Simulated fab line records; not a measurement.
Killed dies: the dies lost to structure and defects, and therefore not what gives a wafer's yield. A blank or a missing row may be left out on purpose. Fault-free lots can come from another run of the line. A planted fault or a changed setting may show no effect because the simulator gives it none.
Chamber matching | flow n5 finfet | N5_MOL_CONTACT_COAG_ALD_123 on ald sin-02 has 4 sister chambers
The step deposits SiNx, target thk 5 nm, pulse time 1 s, purge time 2 s. 4 wafers are shown with their chamber, then 9 later ones without.

## WAFERS, EACH WITH ITS CHAMBER
wafer  | chamber | heater power w (W)
L088.6 | 3       | 834
L094.1 | 0       | 858
L094.2 | 1       | 780
L094.3 | 2       | 904

## WAFERS WITH NO CHAMBER GIVEN
wafer  | heater power w (W)
L094.4 | 854
L094.5 | 821
L094.6 | 886
L095.1 | 829
L095.2 | 860
L095.5 | 845
L097.3 | 884
L097.5 | 874
L097.6 | 868

## CHAMBER TAKEN BY EACH
wafer  | from the rows above          | in truth
L094.4 | can't be placed: 0 or 3      | 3
L094.5 | can't be placed: 3 or 0      | 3
L094.6 | can't be placed: 2 or 0      | 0
L095.1 | can't be placed: 3 or 0      | 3
L095.2 | can't be placed: 0 or 3      | 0
L095.5 | can't be placed: 3 or 0      | 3
L097.3 | can't be placed: 2 or 0      | 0
L097.5 | can't be placed: 0 or 2 or 3 | 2
L097.6 | can't be placed: 0 or 3      | 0
Placed correctly: 0 of 9. From these rows, 9 cannot be placed; in 9 the true chamber is one of the candidates. Wrongly placed: 0.
How it was worked out, from the rows above alone: a wafer's distance from a chamber is the root of the sum, over the readings, of the square of ((its reading less the chamber's mean) divided by the reading's scatter). The wafer belongs to the nearest chamber; if the next one is less than 2 further off, it can't be placed. Each chamber's mean is taken over the wafers shown for it. The scatter: root of mean squared gap, hidden wafer to nearest shown wafer, with one shown wafer a chamber.
